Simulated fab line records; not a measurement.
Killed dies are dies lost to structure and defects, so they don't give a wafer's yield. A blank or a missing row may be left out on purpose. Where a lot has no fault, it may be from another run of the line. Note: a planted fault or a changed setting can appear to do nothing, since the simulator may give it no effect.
fab line records	flow nand_harc
record lots=13	wafers=39	last_day=24
route steps=1159 shown A_SLIT@803 A_WL_FILL@816 A_CONTACT@840 END@1159
lots untouched by any fault: they come from a run of this same line in which no faults occurred
start_h: the number of hours between the record's first day and the start of the first shown wafer of the lot	wait_h: how many hours have passed since the lot's step before this one	" the same as in the row above	L1.1+2: several wafers, shown together as one row	- no value, or no start given	* or withheld: withheld	< > ~ a bound
route shown NAME@n: names a module that has steps shown in the file, with the first one's number in the route	usual: the fault-free wafers' mean and standard deviation	same: alike in all rows	chamber/n: place in a boat	sites: each site's reading	_std_site: the values' standard deviation	_edge_site: the outer-site mean with the inner-site mean subtracted	radius_mm: how far each site lies from the wafer's centre	mask NAME#n: copy n	behind: the last tool/chamber to shape the wafer	hold: what put the lot on hold/how long, in hours/how the hold closed	device: whichever transistor did not switch (one of n, p or np)	end of line: the tests these same wafers got at the end of their route	for a step that has no rows: nothing shown but its recipe	killed: not the wafer's yield, but the dies lost to structure and defects at the first sort	map: a wafer's dies, x killed, . not, _ none there
set.NAME: the setting the step ran with; set.NAME@STEP: the setting that earlier step ran with	model.NAME: the simulator's own value behind a step, which no gauge read
one table for each step of the route and one row for each wafer, over a sample of lots
services: from which hour (start_h, from the record's first day; less than 0 if before it) a tool's chamber was out of use, for how many hours, and why
## steps
# step NHARC_A_SLIT_CD_MEAS_21
# usual cd_nm=289.3/1.2
lot.wafer	tool	chamber	start_h	wait_h	cd_nm
L156.3	cd_sem-03	-	327.71	-	291.1
L156.5	"	-	"	"	291.5
L156.6	"	-	"	"	289.0
L158.2	cd_sem-01	-	329.36	-	286.7
L158.3	"	-	"	"	287.0
L158.4	"	-	"	"	285.3
L159.2	cd_sem-02	-	333.86	-	288.2
L159.4	"	-	"	"	287.5
L159.5	"	-	"	"	287.6
L160.1	cd_sem-02	-	335.56	-	289.3
L160.5	"	-	"	"	289.3
L160.6	"	-	"	"	288.8
L161.1	cd_sem-02	-	368.62	-	289.5
L161.2	"	-	"	"	289.3
L161.3	"	-	"	"	289.1
L165.1	cd_sem-02	-	381.11	-	290.7
L165.4	"	-	"	"	289.7
L165.5	"	-	"	"	289.1
L166.1	cd_sem-03	-	403.48	-	288.7
L166.2	"	-	"	"	290.0
L166.4	"	-	"	"	289.3
L168.3	cd_sem-03	-	404.95	-	287.8
L168.5	"	-	"	"	289.3
L168.6	"	-	"	"	288.3
L172.2	cd_sem-02	-	419.71	-	288.5
L172.3	"	-	"	"	289.7
L172.4	"	-	"	"	290.5
L173.4	cd_sem-02	-	445.56	-	287.2
L173.5	"	-	"	"	288.2
L173.6	"	-	"	"	289.4
L174.3	cd_sem-01	-	451.02	-	289.2
L174.4	"	-	"	"	290.8
L174.5	"	-	"	"	289.6
L176.2	cd_sem-03	-	455.92	-	289.4
L176.4	"	-	"	"	289.4
L176.6	"	-	"	"	290.1
L177.2	cd_sem-01	-	456.09	-	290.3
L177.3	"	-	"	"	289.9
L177.4	"	-	"	"	291.4
# step NHARC_A_WL_FILL_STRIP_27
# recipe power_w=1500	temp_c=250	time_s=20	chemistry=N2/H2
# usual drypump_motor_current_A=5.61/0.26	heater_power_w=349/49	temp_c=249.99/0.19
lot.wafer	tool	chamber	start_h	wait_h	drypump_motor_current_A	heater_power_w	rf_hours_counter_h	temp_c
L156.3	plasma_asher-02	0	340.52	0.2	5.33	388	-	249.82
L156.5	"	1	"	"	6.00	311	-	249.98
L156.6	"	0	"	"	5.32	381	-	249.82
L158.2	plasma_asher-02	0	341.92	0.3	5.33	387	53	250.07
L158.4	"	0	"	"	5.35	395	-	249.95
L158.3	"	1	"	"	6.00	319	-	249.75
L160.1	plasma_asher-01	0	346.81	0.3	5.77	384	23	250.21
L160.5	"	1	"	"	5.35	285	-	250.22
L160.6	"	0	"	"	5.74	384	-	250.22
L159.2	plasma_asher-01	1	349.37	0.1	5.36	285	24	250.15
L159.4	"	1	"	"	5.36	289	-	249.74
L159.5	"	1	"	"	5.39	292	-	250.17
L161.1	plasma_asher-01	0	380.98	0.1	5.78	380	36	249.98
L161.2	"	1	"	"	5.41	287	36	250.04
L161.3	"	1	"	"	5.39	284	-	249.91
L165.1	plasma_asher-02	1	393.49	0.2	6.01	328	5	250.24
L165.4	"	1	"	"	6.01	325	-	250.26
L165.5	"	0	"	"	5.34	413	-	249.80
L166.2	plasma_asher-01	0	420.26	0.1	5.75	385	48	249.75
L166.1	"	1	"	"	5.37	294	48	249.97
L166.4	"	0	"	"	5.73	393	-	249.91
L168.3	plasma_asher-01	0	422.89	0.2	5.78	378	-	249.85
L168.5	"	1	"	"	5.36	293	-	249.72
L168.6	"	0	"	"	5.74	380	-	249.91
L172.2	plasma_asher-01	0	432.60	0.2	5.69	379	52	249.82
L172.3	"	1	"	"	5.37	282	-	250.22
L172.4	"	0	"	"	5.70	381	-	249.99
L173.4	plasma_asher-02	1	459.99	0.9	6.01	322	-	250.13
L173.6	"	0	"	"	5.34	419	-	250.36
L173.5	"	1	"	"	6.00	328	-	250.20
L174.3	plasma_asher-01	1	463.54	0.1	5.36	287	-	249.84
L174.4	"	0	"	"	5.78	382	-	249.80
L174.5	"	1	"	"	5.35	292	-	249.77
L177.2	plasma_asher-01	0	468.27	0.1	5.72	385	3	249.71
L177.3	"	1	"	"	5.43	286	-	250.09
L177.4	"	0	"	"	5.73	384	-	249.91
L176.2	plasma_asher-02	0	468.31	0.1	5.36	412	37	249.84
L176.4	"	1	"	"	6.03	330	-	249.69
L176.6	"	1	"	"	6.00	330	-	249.84
# step NHARC_A_CONTACT_DEP_24
# recipe target_thk_a=5000	temp_c=400	pressure_torr=6.5	rf_w=900	teos_flow_sccm=161.4	flow_sccm=2650	target_thk_nm=500	gas=O2	material=SiO2
# usual chamber_pressure_Torr=6.502/0.014	flow_sccm=2650/8.4	heater_power_w=575/68	rf_fwd_power_W=898.5/2.7	showerhead_vpp_V=1840/75	throttle_valve_pct=15.9/0.39
lot.wafer	tool	chamber	start_h	wait_h	chamber_pressure_Torr	flow_sccm	heater_power_w	rf_fwd_power_W	showerhead_vpp_V	throttle_valve_pct
L158.2	pecvd-04	1	362.02	0.1	6.504	2664	562	900.4	1930	15.6
L158.3	"	2	"	"	6.502	2661	553	891.3	1800	16.5
L158.4	"	2	"	"	6.505	2661	562	899.5	1809	16.2
L156.3	pecvd-04	1	363.62	0.5	6.512	2653	566	904.2	1970	15.6
L156.5	"	0	"	"	6.500	2651	664	899.8	1899	15.8
L156.6	"	1	"	"	6.514	2650	575	899.9	1922	15.4
L160.1	pecvd-03	1	367.55	0.2	6.496	2653	507	895.1	1696	15.6
L160.5	"	2	"	"	6.502	2645	485	902.4	1898	16.2
L160.6	"	1	"	"	6.496	2651	577	899.6	1710	15.9
L159.2	pecvd-04	0	371.86	0.1	6.491	2664	669	901.1	1865	15.6
L159.5	"	0	"	"	6.500	2650	696	897.6	1874	15.7
L159.4	"	1	"	"	6.506	2649	542	900.5	1937	15.7
L161.1	pecvd-01	0	403.85	0.1	6.500	2640	601	899.6	1800	16.4
L161.3	"	1	"	"	6.505	2629	441	896.7	1869	15.1
L161.2	"	2	"	"	6.495	2645	641	901.1	1823	15.7
L165.1	pecvd-03	1	415.12	0.2	6.518	2653	556	901.1	1677	15.9
L165.5	"	0	"	"	6.513	2669	620	897.8	1838	16.5
L165.4	"	1	"	"	6.527	2643	568	900.7	1675	16.2
L168.3	pecvd-03	1	443.20	0.2	-	-	-	-	-	-
L168.5	"	2	"	"	-	-	-	-	-	-
L168.6	"	0	"	"	-	-	-	-	-	-
L166.1	pecvd-04	1	443.56	0.4	-	-	-	-	-	-
L166.2	"	2	"	"	-	-	-	-	-	-
L166.4	"	1	"	"	-	-	-	-	-	-
L172.2	pecvd-01	2	456.60	0.3	6.491	2658	681	901.5	1837	15.6
L172.3	"	2	"	"	6.524	2661	698	902.4	1835	15.5
L172.4	"	0	"	"	6.501	2640	547	902.5	1801	15.7
L173.4	pecvd-04	2	481.91	0.5	6.511	2653	672	900.1	1819	16.4
L173.6	"	0	"	"	6.493	2658	643	894.8	1875	15.7
L173.5	"	1	"	"	6.525	2657	518	904.1	1942	15.7
L174.3	pecvd-04	2	490.80	0.2	6.508	2649	645	899.4	1794	15.9
L174.5	"	0	"	"	6.497	2652	624	900.0	1869	15.6
L174.4	"	1	"	"	6.462	2652	546	903.2	1955	15.5
L177.2	pecvd-01	0	499.00	0.1	6.488	2652	548	892.3	1805	15.8
L177.4	"	0	"	"	6.478	2659	568	896.4	1759	15.7
L177.3	"	2	"	"	6.499	2641	711	896.8	1837	15.6
L176.2	pecvd-04	1	500.25	0.2	6.483	2650	534	899.2	1907	15.7
L176.4	"	2	"	"	6.514	2647	668	895.1	1801	16.3
L176.6	"	1	"	"	6.511	2657	549	897.8	1959	15.7
# step NHARC_A_CONTACT_CD_MEAS_42
# recipe target_cd_nm=200	landing_energy_ev=500
# usual cd_nm=199.4/0.87
lot.wafer	tool	chamber	start_h	wait_h	cd_nm
L158.2	cd_sem-02	0	368.32	-	199.1
L158.3	"	0	"	"	197.3
L158.4	"	0	"	"	199.3
L156.3	cd_sem-02	0	369.39	-	199.5
L156.5	"	0	"	"	199.5
L156.6	"	0	"	"	198.4
L160.1	cd_sem-02	0	375.51	-	199.8
L160.5	"	0	"	"	199.2
L160.6	"	0	"	"	199.3
L159.2	cd_sem-03	0	385.01	-	199.8
L159.4	"	0	"	"	200.0
L159.5	"	0	"	"	200.1
L161.1	cd_sem-03	0	407.34	-	199.7
L161.2	"	0	"	"	199.9
L161.3	"	0	"	"	199.8
L165.1	cd_sem-02	0	420.04	-	199.5
L165.4	"	0	"	"	200.6
L165.5	"	0	"	"	200.7
L172.2	cd_sem-02	0	460.59	-	200.9
L172.3	"	0	"	"	199.9
L172.4	"	0	"	"	200.0
L173.4	cd_sem-01	0	487.69	-	199.1
L173.5	"	0	"	"	199.4
L173.6	"	0	"	"	199.4
L174.3	cd_sem-02	0	494.47	-	198.8
L174.4	"	0	"	"	198.8
L174.5	"	0	"	"	198.6
L177.2	cd_sem-01	0	502.88	-	198.3
L177.3	"	0	"	"	198.1
L177.4	"	0	"	"	198.3
L176.2	cd_sem-03	0	503.68	-	199.4
L176.4	"	0	"	"	199.6
L176.6	"	0	"	"	199.8
# step NHARC_END_SORT_01
# recipe temp_c=25
# usual defect_limited_yield=95.5/1.5	killed_at_array=27/10	killed_at_other=0.6/0.96	killed_at_periphery=3.4/2.7	killed_dies=31/10	killed_open=2.9/1.8	killed_short=1.8/1.4	sort_bin_2_pct=1.4/0.66	sort_bin_3_pct=0.25/0.23	sort_bin_4_pct=2.8/0.94	sort_n_pass=646/10	sort_rim_yield_pct=96.2/2.6	sort_yield_pct=95.5/1.5
# same gross_dies=677	sort_bin_5_pct[%]=0	sort_bin_6_pct[%]=0	sort_bin_7_pct[%]=0	sort_bin_8_pct[%]=0	sort_rim_n_gross=106.00
lot.wafer	tool	chamber	start_h	wait_h	defect_limited_yield[%]	killed_at_array	killed_at_other	killed_at_periphery	killed_dies	killed_open	killed_short	sort_bin_2_pct[%]	sort_bin_3_pct[%]	sort_bin_4_pct[%]	sort_n_pass	sort_rim_yield_pct[%]	sort_yield_pct[%]
L158.2	prober-01	0	450.33	2.8	94.8	31	0	4	35	1	3	1.5	0.30	3.4	642	96.2	94.8
L158.3	prober-01	0	451.13	3.1	95.7	25	1	3	29	1	2	0.7	0	3.5	648	95.3	95.7
L158.4	prober-01	0	451.93	3.4	95.0	33	0	1	34	4	4	1.3	0.15	3.5	643	98.1	95.0
L156.3	prober-02	0	458.76	3.1	96.5	22	2	0	24	2	4	1.5	0.15	1.9	653	99.1	96.5
L156.5	prober-02	0	460.34	3.7	94.7	30	1	5	36	3	0	1.5	0.44	3.4	641	99.1	94.7
L156.6	prober-02	0	461.13	3.9	96.0	22	1	4	27	2	2	1.3	0.15	2.5	650	93.4	96.0
L160.1	prober-01	0	465.11	2.5	97.6	10	1	5	16	2	1	0.3	0	2.1	661	99.1	97.6
L160.5	prober-01	0	468.33	3.7	95.9	17	0	11	28	3	1	1.8	0	2.4	649	93.4	95.9
L160.6	prober-01	0	469.14	4.0	97.0	15	1	4	20	3	4	0.9	0.15	1.9	657	98.1	97.0
L159.2	prober-02	0	465.68	2.8	97.3	15	2	1	18	1	0	1.2	0	1.5	659	94.3	97.3
L159.4	prober-02	0	467.28	3.4	96.6	21	0	2	23	4	1	1.5	0	1.9	654	96.2	96.6
L159.5	prober-02	0	468.08	3.7	95.7	25	3	1	29	3	2	1.5	0	2.8	648	97.2	95.7
L161.1	prober-01	0	472.96	2.5	95.0	32	0	2	34	2	3	1.3	0.59	3.1	643	96.2	95.0
L161.2	prober-01	0	473.76	2.8	94.8	34	0	1	35	1	0	1.8	0.15	3.2	642	92.5	94.8
L161.3	prober-01	0	474.55	3.1	92.5	47	0	4	51	3	1	3.0	0.74	3.8	626	93.4	92.5
L165.1	prober-02	0	492.79	2.5	97.2	15	2	2	19	2	3	0.9	0	1.9	658	97.2	97.2
L165.4	prober-02	0	495.20	3.4	97.0	18	0	2	20	1	2	1.0	0	1.9	657	98.1	97.0
L165.5	prober-02	0	496.00	3.7	97.5	15	2	0	17	1	0	0.7	0.15	1.6	660	100.0	97.5
L172.2	prober-02	0	540.97	2.8	96.0	22	0	5	27	4	2	1.6	0.59	1.8	650	100.0	96.0
L172.3	prober-02	0	541.77	3.1	96.9	18	0	3	21	3	4	1.6	0	1.5	656	98.1	96.9
L172.4	prober-02	0	542.57	3.4	97.3	17	0	1	18	5	0	0.9	0	1.8	659	98.1	97.3
L173.4	prober-01	0	566.00	3.4	95.4	30	0	1	31	4	2	1.0	0.30	3.2	646	97.2	95.4
L173.5	prober-01	0	566.81	3.8	95.9	27	0	1	28	1	4	1.3	0	2.8	649	93.4	95.9
L173.6	prober-01	0	567.62	4.1	95.7	29	0	0	29	1	1	1.8	0	2.5	648	95.3	95.7
L174.3	prober-02	0	572.99	3.1	94.2	35	0	4	39	4	2	2.1	0.15	3.5	638	97.2	94.2
L174.4	prober-02	0	573.78	3.4	95.9	28	0	0	28	1	0	0.9	0.30	3.0	649	91.5	95.9
L174.5	prober-02	0	574.58	3.7	94.1	37	1	2	40	1	4	1.6	0.59	3.7	637	99.1	94.1
L176.2	prober-01	0	576.45	2.8	94.5	33	0	4	37	3	2	1.6	0.15	3.7	640	97.2	94.5
L176.4	prober-01	0	578.05	3.4	92.8	47	0	2	49	2	1	2.8	0	4.4	628	95.3	92.8
L176.6	prober-01	0	579.64	4.0	93.1	39	1	7	47	3	2	2.8	0.44	3.7	630	94.3	93.1
L177.2	prober-02	0	579.92	2.8	94.7	30	0	6	36	3	2	2.2	0.15	3.0	641	90.6	94.7
L177.3	prober-02	0	580.71	3.1	94.5	30	1	6	37	5	1	1.5	0.15	3.8	640	94.3	94.5
L177.4	prober-02	0	581.50	3.4	94.1	35	1	4	40	3	0	1.9	0.30	3.7	637	98.1	94.1
# killed by level:class
L158.2 A_SLIT:chamber_film_flake=13 A_CHANNEL_HOLE_D1:chamber_film_flake=12 P_STI:chamber_film_flake=2 A_CONTACT:chamber_film_flake=2 P_M2:geometric_particle:short=1 A_CHANNEL_FILL_D1:geometric_particle:short=1 A_WL_FILL:geometric_particle:open=1 A_WL_FILL:geometric_particle:short=1
L158.3 A_SLIT:chamber_film_flake=11 A_CHANNEL_HOLE_D1:chamber_film_flake=8 P_STI:chamber_film_flake=3 A_CONTACT:chamber_film_flake=3 A_CONTACT:geometric_particle:short=2 A_CONTACT:geometric_particle:open=1 THIN_TSV:chamber_film_flake=1
L158.4 A_CHANNEL_HOLE_D1:chamber_film_flake=14 A_SLIT:chamber_film_flake=11 A_CONTACT:geometric_particle:short=2 A_CONTACT:geometric_particle:open=2 P_CONTACT:geometric_particle:open=1 A_SOURCE_PLATE:geometric_particle:short=1 A_CHANNEL_FILL_D1:geometric_particle:short=1 A_M0:geometric_particle:open=1
L156.3 A_CHANNEL_HOLE_D1:chamber_film_flake=9 A_SLIT:chamber_film_flake=5 A_STAIRCASE:chamber_film_flake=2 A_SOURCE_PLATE:geometric_particle:short=1 A_ONON_D1:geometric_particle:short=1 A_SGD_CUT:geometric_particle:short=1 A_WL_FILL:geometric_particle:short=1 A_CONTACT:geometric_particle:open=1
L156.5 A_SLIT:chamber_film_flake=9 A_CHANNEL_HOLE_D1:chamber_film_flake=8 A_CHANNEL_FILL_D1:chamber_film_flake=4 P_ZERO_WELL:chamber_film_flake=2 A_ZERO_WELL:chamber_film_flake=2 A_STAIRCASE:chamber_film_flake=2 A_WL_FILL:chamber_film_flake=2 A_CONTACT:chamber_film_flake=2
L156.6 A_SLIT:chamber_film_flake=7 A_CHANNEL_HOLE_D1:chamber_film_flake=6 A_STAIRCASE:chamber_film_flake=4 A_CHANNEL_FILL_D1:geometric_particle:short=2 P_GATE:chamber_film_flake=2 P_GATE:geometric_particle:open=1 P_CONTACT:geometric_particle:open=1 A_CHANNEL_FILL_D1:chamber_film_flake=1
L160.1 A_CHANNEL_HOLE_D1:chamber_film_flake=6 P_CONTACT:chamber_film_flake=3 A_CONTACT:chamber_film_flake=2 P_M0:geometric_particle:short=1 A_CHANNEL_FILL_D1:geometric_particle:open=1 A_STAIRCASE:geometric_particle:open=1 P_ZERO_WELL:chamber_film_flake=1 THIN_TSV:chamber_film_flake=1
L159.2 A_CHANNEL_HOLE_D1:chamber_film_flake=9 A_STAIRCASE:chamber_film_flake=3 A_CONTACT:chamber_film_flake=2 THIN_TSV:chamber_film_flake=2 P_GATE:geometric_particle:open=1 A_SLIT:chamber_film_flake=1
L159.4 A_CHANNEL_HOLE_D1:chamber_film_flake=11 A_STAIRCASE:chamber_film_flake=4 A_CONTACT:chamber_film_flake=3 A_CONTACT:geometric_particle:open=2 P_CONTACT:geometric_particle:open=1 P_M0:geometric_particle:short=1 A_BLC:geometric_particle:open=1
L159.5 A_CHANNEL_HOLE_D1:chamber_film_flake=12 A_CONTACT:chamber_film_flake=5 THIN_TSV:chamber_film_flake=3 A_STAIRCASE:chamber_film_flake=2 A_CHANNEL_HOLE_D1:geometric_particle:open=1 A_CHANNEL_FILL_D1:geometric_particle:open=1 A_WL_FILL:geometric_particle:short=1 A_CONTACT:geometric_particle:short=1
L160.5 P_CONTACT:chamber_film_flake=7 A_CHANNEL_HOLE_D1:chamber_film_flake=5 P_ZERO_WELL:chamber_film_flake=3 A_STAIRCASE:chamber_film_flake=3 A_CONTACT:chamber_film_flake=3 A_CONTACT:geometric_particle:open=2 A_SOURCE_PLATE:geometric_particle:short=1 A_ONON_D1:geometric_particle:open=1
L160.6 A_CHANNEL_HOLE_D1:chamber_film_flake=5 P_CONTACT:chamber_film_flake=3 P_M0:geometric_particle:open=1 A_SOURCE_PLATE:geometric_particle:short=1 A_ONON_D1:geometric_particle:short=1 A_CHANNEL_FILL_D1:geometric_particle:short=1 A_CHANNEL_FILL_D1:geometric_particle:open=1 A_WL_FILL:geometric_particle:short=1
L161.1 A_CHANNEL_HOLE_D1:chamber_film_flake=9 A_SLIT:chamber_film_flake=9 A_BLC:chamber_film_flake=5 A_STAIRCASE:chamber_film_flake=3 P_M0:geometric_particle:short=1 A_ONON_D1:geometric_particle:short=1 A_WL_FILL:geometric_particle:open=1 A_CONTACT:geometric_particle:open=1
L161.2 A_SLIT:chamber_film_flake=17 A_CHANNEL_HOLE_D1:chamber_film_flake=6 A_STAIRCASE:chamber_film_flake=4 A_ZERO_WELL:chamber_film_flake=2 A_WL_FILL:chamber_film_flake=2 A_BLC:chamber_film_flake=2 P_STI:geometric_particle:open=1 A_CONTACT:chamber_film_flake=1
L161.3 A_CHANNEL_HOLE_D1:chamber_film_flake=19 A_SLIT:chamber_film_flake=10 A_WL_FILL:chamber_film_flake=6 A_BLC:chamber_film_flake=4 A_STAIRCASE:chamber_film_flake=4 A_ZERO_WELL:chamber_film_flake=2 P_CONTACT:geometric_particle:open=1 P_M1:geometric_particle:short=1
L165.1 A_CHANNEL_HOLE_D1:chamber_film_flake=6 A_STAIRCASE:chamber_film_flake=3 A_CHANNEL_FILL_D1:geometric_particle:short=2 A_BLC:chamber_film_flake=2 P_GATE:geometric_particle:open=1 P_M1:geometric_particle:open=1 STARTING-WAFER:geometric_particle:short=1 A_ZERO_WELL:chamber_film_flake=1
L165.4 A_STAIRCASE:chamber_film_flake=7 A_CHANNEL_HOLE_D1:chamber_film_flake=5 A_BLC:chamber_film_flake=3 P_GATE:geometric_particle:short=2 A_WL_FILL:geometric_particle:open=1 A_ZERO_WELL:chamber_film_flake=1 A_CONTACT:chamber_film_flake=1
L165.5 A_STAIRCASE:chamber_film_flake=6 A_CHANNEL_HOLE_D1:chamber_film_flake=4 A_BLC:chamber_film_flake=3 THIN_TSV:chamber_film_flake=2 A_WL_FILL:geometric_particle:open=1 A_WL_FILL:chamber_film_flake=1
L172.2 A_CHANNEL_HOLE_D1:chamber_film_flake=8 A_SLIT:chamber_film_flake=5 A_CONTACT:chamber_film_flake=5 P_M0:geometric_particle:open=2 P_GATE:chamber_film_flake=2 P_M1:geometric_particle:short=1 A_SGD_CUT:geometric_particle:open=1 A_WL_FILL:geometric_particle:short=1
L172.3 A_SLIT:chamber_film_flake=5 A_CHANNEL_HOLE_D1:chamber_film_flake=4 A_CHANNEL_HOLE_D1:geometric_particle:short=2 A_CHANNEL_FILL_D1:chamber_film_flake=2 P_GATE:geometric_particle:open=1 P_M1:geometric_particle:open=1 A_ONON_D1:geometric_particle:short=1 A_CHANNEL_FILL_D1:geometric_particle:short=1
L172.4 A_CHANNEL_HOLE_D1:chamber_film_flake=8 A_SLIT:chamber_film_flake=3 P_CONTACT:geometric_particle:open=1 A_CHANNEL_FILL_D1:geometric_particle:open=1 A_CONTACT:geometric_particle:open=1 A_BLC:geometric_particle:open=1 A_M0:geometric_particle:open=1 A_STAIRCASE:chamber_film_flake=1
L173.4 A_CHANNEL_HOLE_D1:chamber_film_flake=18 A_M1:chamber_film_flake=2 P_M1:geometric_particle:open=1 A_SOURCE_PLATE:geometric_particle:short=1 A_CHANNEL_FILL_D1:geometric_particle:open=1 A_CONTACT:geometric_particle:short=1 A_CONTACT:geometric_particle:open=1 A_M1:geometric_particle:open=1
L173.5 A_CHANNEL_HOLE_D1:chamber_film_flake=16 A_WL_FILL:geometric_particle:short=2 A_CONTACT:chamber_film_flake=2 A_M1:chamber_film_flake=2 A_ONON_D1:geometric_particle:short=1 A_SLIT:geometric_particle:short=1 A_M1:geometric_particle:open=1 P_M1:chamber_film_flake=1
L173.6 A_CHANNEL_HOLE_D1:chamber_film_flake=18 A_CONTACT:chamber_film_flake=5 A_WL_FILL:chamber_film_flake=4 A_WL_FILL:geometric_particle:short=1 A_M1:geometric_particle:open=1
L174.3 A_CHANNEL_HOLE_D1:chamber_film_flake=21 A_SGD_CUT:chamber_film_flake=4 A_CONTACT:chamber_film_flake=3 P_CONTACT:geometric_particle:open=2 A_WL_FILL:chamber_film_flake=2 P_M0:geometric_particle:short=1 A_ONON_D1:geometric_particle:open=1 A_SGD_CUT:geometric_particle:short=1
L174.4 A_CHANNEL_HOLE_D1:chamber_film_flake=16 A_CONTACT:chamber_film_flake=4 A_SGD_CUT:chamber_film_flake=3 A_SLIT:chamber_film_flake=2 A_WL_FILL:chamber_film_flake=2 A_CHANNEL_HOLE_D1:geometric_particle:open=1
L174.5 A_CHANNEL_HOLE_D1:chamber_film_flake=22 A_CONTACT:chamber_film_flake=6 A_WL_FILL:chamber_film_flake=4 A_SGD_CUT:chamber_film_flake=2 P_CONTACT:geometric_particle:open=1 P_M0:geometric_particle:short=1 A_CHANNEL_FILL_D1:geometric_particle:short=1 A_CONTACT:geometric_particle:short=1
L176.2 A_SLIT:chamber_film_flake=16 A_CHANNEL_HOLE_D1:chamber_film_flake=6 A_CONTACT:chamber_film_flake=4 A_WL_FILL:chamber_film_flake=3 A_CONTACT:geometric_particle:open=2 P_STI:chamber_film_flake=2 P_CONTACT:geometric_particle:short=1 P_M0:geometric_particle:open=1
L176.4 A_SLIT:chamber_film_flake=19 A_CHANNEL_HOLE_D1:chamber_film_flake=10 A_CONTACT:chamber_film_flake=8 A_STAIRCASE:chamber_film_flake=2 A_WL_FILL:chamber_film_flake=2 A_ONON_D1:geometric_particle:short=1 A_SGD_CUT:geometric_particle:open=1 A_CONTACT:geometric_particle:open=1
L176.6 A_SLIT:chamber_film_flake=22 A_CHANNEL_HOLE_D1:chamber_film_flake=8 A_STAIRCASE:chamber_film_flake=3 P_STI:chamber_film_flake=2 P_BONDPAD:chamber_film_flake=2 P_GATE:geometric_particle:open=1 A_SOURCE_PLATE:geometric_particle:open=1 A_SOURCE_PLATE:geometric_particle:short=1
L177.2 A_CHANNEL_HOLE_D1:chamber_film_flake=19 P_BONDPAD:chamber_film_flake=4 A_CONTACT:chamber_film_flake=4 P_ZERO_WELL:chamber_film_flake=2 A_ONON_D1:geometric_particle:open=1 A_CHANNEL_FILL_D1:geometric_particle:open=1 A_CHANNEL_FILL_D1:geometric_particle:short=1 A_WL_FILL:geometric_particle:short=1
L177.3 A_CHANNEL_HOLE_D1:chamber_film_flake=15 A_CONTACT:chamber_film_flake=8 A_CHANNEL_FILL_D1:geometric_particle:open=2 P_M0:chamber_film_flake=2 P_BONDPAD:chamber_film_flake=2 P_CONTACT:geometric_particle:short=1 A_CONTACT:geometric_particle:open=1 A_M0:geometric_particle:open=1
L177.4 A_CHANNEL_HOLE_D1:chamber_film_flake=24 A_CONTACT:chamber_film_flake=7 P_CONTACT:geometric_particle:open=2 A_SLIT:chamber_film_flake=2 A_CONTACT:geometric_particle:open=1 P_M0:chamber_film_flake=1 P_BONDPAD:chamber_film_flake=1 A_BONDPAD:chamber_film_flake=1
## services
tool	chamber	start_h	hours	kind
pecvd-03	-	331.36	0.9	repair
pecvd-01	-	338.51	46.1	repair
plasma_asher-02	-	360.72	9.0	pm
plasma_asher-02	0	360.72	9.0	vent_cycle
plasma_asher-02	1	360.72	9.0	vent_cycle
pecvd-03	0	360.79	7.0	repair
plasma_asher-02	0	369.72	-	clean
pecvd-04	-	376.59	13.0	pm
pecvd-04	0	376.59	13.0	vent_cycle
pecvd-04	1	376.59	13.0	vent_cycle
pecvd-04	2	376.59	13.0	vent_cycle
pecvd-04	0	389.59	-	clean
pecvd-04	1	389.59	-	clean
pecvd-04	2	389.59	-	clean
pecvd-03	2	395.36	10.0	repair
pecvd-01	-	418.24	13.0	pm
plasma_asher-01	-	454.00	9.0	pm
plasma_asher-01	0	454.00	9.0	vent_cycle
plasma_asher-01	1	454.00	9.0	vent_cycle
plasma_asher-01	0	463.00	-	clean
plasma_asher-01	1	463.00	-	clean
pecvd-03	-	474.10	13.0	pm
pecvd-03	-	495.88	3.1	repair
plasma_asher-02	-	499.57	5.1	repair
## key
first_sign step=NHARC_A_CONTACT_DEP_24	reading=tool_record	direction=missing
effect none on later readings
met_at NHARC_A_CONTACT_DEP_24
struck_lots L166,L168
scrapped_behind NHARC_A_CONTACT_THK_MEAS_25 L166.1,L166.2,L166.4,L168.3,L168.5,L168.6
not_acting_at NHARC_A_SLIT_CD_MEAS_21,NHARC_A_WL_FILL_STRIP_27,NHARC_A_CONTACT_CD_MEAS_42
onset_between 415.12 443.20
fault kind=skipped_step_whole	tool=pecvd-03,pecvd-04	chamber=-	onset_h=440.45	steps=NHARC_A_CONTACT_DEP_24	scope=struck_lots_only
